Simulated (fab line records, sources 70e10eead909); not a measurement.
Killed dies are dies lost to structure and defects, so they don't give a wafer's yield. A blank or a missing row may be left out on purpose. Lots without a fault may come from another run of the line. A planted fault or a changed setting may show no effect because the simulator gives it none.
Chamber matching | flow nand_harc | NHARC_A_STAIRCASE_ALD_415 on ald_hk-01: 4 sister chambers
The step deposits SiO2, target thk 30 nm, pulse time 6 s, ald cycles 300. 14 wafers are shown with their chamber, then 7 later ones without.

WAFERS WITH THEIR CHAMBER
wafer  | chamber | heater_power_w (W) | precursor_pulse_height_rel
L079.1 | 2       | 567                | 0.984
L079.4 | 0       | 482                | 0.978
L079.6 | 2       | 539                | 1.018
L081.1 | 2       | 552                | 0.976
L081.4 | 1       | 495                | 1.022
L081.6 | 2       | 552                | 1.014
L084.1 | 2       | 564                | 0.986
L084.2 | 0       | 493                | 1.000
L084.4 | 1       | 491                | 1.004
L084.3 | 3       | 434                | 1.010
L084.5 | 2       | 556                | 0.998
L084.6 | 3       | 429                | 0.997
L088.1 | 2       | 571                | 0.994
L088.2 | 0       | 489                | 0.986

SIGNATURES (means of the wafers above)
reading                    | chamber 0 | chamber 1 | chamber 2 | chamber 3 | scatter within a chamber
heater_power_w             | 488.00    | 493.00    | 557.29    | 431.50    | 8.96
precursor_pulse_height_rel | 0.98800   | 1.01300   | 0.99571   | 1.00350   | 0.014
Rule: a wafer's distance from a chamber is the root of the sum, over the readings, of the square of ((its reading less the chamber's mean) divided by the reading's scatter). The wafer belongs to the nearest chamber; if the next one is less than 2 further off, it can't be placed. The scatter: the root of (the sum of the squares of (reading less its chamber's mean) over the shown wafers, divided by (wafers less chambers)).

WAFERS WITHOUT THEIR CHAMBER
wafer  | heater_power_w (W) | precursor_pulse_height_rel
L088.4 | 434                | 1.058
L091.1 | 568                | 0.982
L091.2 | 485                | 1.057
L091.3 | 442                | 0.994
L092.1 | 558                | 0.986
L092.3 | 434                | 0.970
L092.4 | 472                | 1.008

WHICH CHAMBER EACH WENT THROUGH
wafer  | from the rows above     | in truth
L088.4 | 3                       | 3
L091.1 | 2                       | 2
L091.2 | can't be placed: 1 or 0 | 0
L091.3 | 3                       | 3
L092.1 | 2                       | 2
L092.3 | 3                       | 3
L092.4 | can't be placed: 0 or 1 | 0
Placed correctly: 5 of 7. Can't be placed from these rows: 2 (the true chamber is among the candidates in 2). Placed wrongly: 0.
